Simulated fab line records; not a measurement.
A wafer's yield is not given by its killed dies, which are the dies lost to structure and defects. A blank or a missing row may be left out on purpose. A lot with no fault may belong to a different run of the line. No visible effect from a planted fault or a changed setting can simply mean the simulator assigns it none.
One fault through the eyes of 2 desks :: flow nandHarc :: what lay behind the numbers comes last; until then each desk has only its own

== TOOL OWNER'S DESK, pecvdOnon-03 ==
The tool's own readings at NHARC_A_ONON_D1_DEP_16 (target thk 1000 nm): means of the sampled wafers that have a number, for each lot that ran on this tool. The brackets show how far a lot's mean lies from the usual mean; more than 4 standard deviations puts the lot out of limits, marked OUT.
Columns: A = sih4FlowSccm at NHARC_A_ONON_D1_DEP_16, usual 209.9 sccm
lot: L129
first seen here: day 8 18:30
A: 210.2

lot: L133
first seen here: day 9 01:05
A: 210.6

lot: L134
first seen here: day 9 04:10
A: 209.8

lot: L138
first seen here: day 10 18:44
A: 210.3

lot: L141
first seen here: day 11 02:29
A: 209.8

lot: L142
first seen here: day 11 20:17
A: 210.2
This desk found nothing out of limits on any of the 6 lots.

== METROLOGY DESK ==
What the gauges read for every lot (on any tool): the sampled wafers with a number, averaged. The brackets show how far a lot's mean lies from the usual mean; more than 4 standard deviations puts the lot out of limits, marked OUT.
Columns: A = thkNm at NHARC_A_ONON_D1_THK_MEAS_05, usual 1000 nm; B = thkNm at NHARC_A_ONON_D1_THK_MEAS_14, usual 1001 nm; C = thkNm at NHARC_A_ONON_D1_THK_MEAS_18, usual 1002 nm
lot: L130
first seen here: day 8 10:09
A: 1003
B: 1012
C: 1004

lot: L131
first seen here: day 8 10:09
A: 1005
B: 1005
C: 1000

lot: L129
first seen here: day 8 10:31
A: 1004
B: 1010
C: 997

lot: L133
first seen here: day 8 15:53
A: 999
B: 988
C: 985

lot: L134
first seen here: day 8 19:52
A: 994
B: 1004
C: 1022

lot: L138
first seen here: day 10 10:25
A: 992
B: 987
C: 1266 (+26) OUT

lot: L141
first seen here: day 10 18:13
A: 1014
B: 992
C: 1280 (+28) OUT

lot: L144
first seen here: day 11 11:05
A: 1004
B: 997
C: 1007

lot: L142
first seen here: day 11 11:07
A: 976
B: 1002
C: 1216 (+21) OUT

lot: L145
first seen here: day 11 18:23
A: 998
B: 994
C: 1001

lot: L146
first seen here: day 12 03:54
A: 1019
B: 1000
C: 1006

lot: L147
first seen here: day 12 03:55
A: 972
B: 1002
C: 1009

lot: L151
first seen here: day 13 04:38
A: 1016
B: 1001
C: 1001

lot: L152
first seen here: day 13 10:26
A: 1003
B: 1006
C: 1001
This desk finds L138, L141, L142 out of limits, L138 being first, at day 10 19:16 (thkNm at NHARC_A_ONON_D1_THK_MEAS_18). Within limits: L130, L131, L129, L133, L134, L144, L145, L146, L147, L151, L152.

== PUT TOGETHER ==
At day 10 19:16 the metrology desk could have sounded an alarm, on L138, L141, L142.
Nothing out of limits was seen by the tool owner's desk.
On record at the tool owner's desk: L138, L141, L142, within its limits.
NHARC_A_ONON_D1_DEP_16 was run on pecvdOnon-03 by each of the lots named.

== WHAT HAD BEEN PUT IN BY THE SIMULATOR ==
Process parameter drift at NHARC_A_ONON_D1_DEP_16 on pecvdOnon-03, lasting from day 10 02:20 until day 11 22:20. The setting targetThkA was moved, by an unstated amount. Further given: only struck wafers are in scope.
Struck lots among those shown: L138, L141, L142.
Delay in hours, fault start to first out-of-limits reading, per desk: metrology desk 17.
